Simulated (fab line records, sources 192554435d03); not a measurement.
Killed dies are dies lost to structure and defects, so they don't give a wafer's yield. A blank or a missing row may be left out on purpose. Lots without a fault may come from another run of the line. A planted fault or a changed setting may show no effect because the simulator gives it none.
Problem report in the 8D (eight disciplines) form, filled by code | flow n5_finfet | the parts of the form that need people (team, actions taken, sign-off) are left out

1. THE PROBLEM
trench_depth_nm at N5_BEOL_M6_OCD_MEAS_38 reads a mean of 65.3 nm on 4 wafers of 2 lots; wafers without a fault read 93.6 nm with a standard deviation of 1.5. That is -19 standard deviations from the usual mean.
First seen on wafer L416.2, day 12 01:46, on ocd-01. The record holds 18 wafers of 6 lots with a number at this step. Rule for "out", or "out of limits": more than 4 standard deviations from the usual mean. The other wafers with a number count as sound.

2. WHAT IT IS AND WHAT IT IS NOT
question                    | is                             | is not
which readings at this step | trench_depth_nm                | -
which lots                  | L416, L419                     | L405, L415, L418, L424
which wafers of those lots  | L416.2, L416.4, L419.2, L419.5 | L416.3, L419.1
read on which gauges        | ocd-01                         | ocd-02
when                        | from day 12 01:46              | up to then (7 sound wafers); but 7 sound wafers of L418, L419, L424 came after

3. SUSPECTS, AND WHAT RULES EACH OUT
Counting: a tool at a process step up to the reading stays a suspect if it ran every lot that is out. Sound lots after the first of them don't rule it out here, since some wafers of a struck lot are sound.
- the gauge at N5_BEOL_M6_OCD_MEAS_38: ruled out. All the wafers that are out were read on ocd-01, but those of them that N5_BEOL_M6_THK_MEAS_53 has rows for are out there too, on other tools.
- rie_diel-02 at N5_BEOL_M6_ETCH_72 (etches underlayer in N2/H2, target depth 6.5 nm, time 5.2 s): kept. It ran every lot that is out, first L416 (day 12 01:22); its last sound lot up to then is L415 (day 11 13:17).
- rie_diel-02 at N5_BEOL_M6_ETCH_66 (etches SOC in N2/H2, target depth 80 nm, overetch 16 nm, time 120 s): kept. It ran every lot that is out, first L416 (day 12 01:25); its last sound lot up to then is L415 (day 11 13:20).
- rie_diel-02 at N5_BEOL_M6_TRENCH_ETCH_37 (etches SiCOH lowk in C4F6/O2, target depth 94.435 nm, time 31.5 s): kept. It ran every lot that is out, first L416 (day 12 01:36); its last sound lot up to then is L415 (day 11 13:32).
- Within rie_diel-02 at N5_BEOL_M6_ETCH_72: the wafers that are out ran in chambers 0, 1, 2; their sound lot-mates ran in chamber 3.
- Within rie_diel-02 at N5_BEOL_M6_ETCH_66: the wafers that are out ran in chambers 0, 1, 2; their sound lot-mates ran in chamber 3.
- Within rie_diel-02 at N5_BEOL_M6_TRENCH_ETCH_37: the wafers that are out ran in chambers 0, 1, 2; their sound lot-mates ran in chamber 3.
Left after counting: rie_diel-02 at N5_BEOL_M6_ETCH_72, rie_diel-02 at N5_BEOL_M6_ETCH_66, rie_diel-02 at N5_BEOL_M6_TRENCH_ETCH_37.

4. THE CAUSE (what the simulator had put in)
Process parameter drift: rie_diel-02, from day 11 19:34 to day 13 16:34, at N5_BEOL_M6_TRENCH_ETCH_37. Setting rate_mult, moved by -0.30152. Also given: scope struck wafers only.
Counting left 3 suspects, and this tool is among them.

5. THE CHAIN OF EFFECTS, in route order
Each row: a reading whose mean over the struck wafers that have a number lies more than 3 standard deviations from the usual. Only readings for which the record gives a usual standard deviation are gone through. hours: the time from each lot's start at the first step in this table that gives one to its start at this step, as a median over the lots. sigmas: the change in usual standard deviations.
hours | step                    | reading          | usual        | on struck wafers | change | sigmas
0     | N5_BEOL_M6_OCD_MEAS_38  | trench_depth_nm  | 93.6 nm      | 65.3             | -28.3  | -19
3     | N5_BEOL_M6_THK_MEAS_53  | M6_THK           | 81.5 nm      | 52.8             | -28.7  | -15
3     | N5_BEOL_M6_RS_MEAS_57   | M6_RS            | 0.290 ohm/sq | 0.488            | +0.198 | +24
74    | N5_BEOL_M15_RC_MEAS_101 | SERP_M6          | 14.0 ohm/um  | 23.0             | +9.0   | +16
74    | N5_BEOL_M15_RC_MEAS_101 | SERP_M6_max_site | 14.7 ohm/um  | 24.0             | +9.3   | +16
89    | N5_PASSIVATION_PROBE_49 | sort_bin_8_speed | 0.02 %       | 1.00             | +0.98  | +4.1
The process steps in it:
- N5_PASSIVATION_PROBE_49

6. WHAT WOULD HAVE CAUGHT IT SOONER
In this record the first reading out of limits at a measuring or inspecting step was taken at day 12 01:46, 6 hours after the fault began at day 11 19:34.
Of the tool readings at N5_BEOL_M6_TRENCH_ETCH_37 for which the record gives a usual standard deviation, none was out on any struck wafer, so an alarm limit of 4 standard deviations on them would not have fired.
Of the lots that are out (2), L419 began N5_BEOL_M6_TRENCH_ETCH_37 on rie_diel-02 after day 12 01:46. A hold on the tool at that time would have spared it.
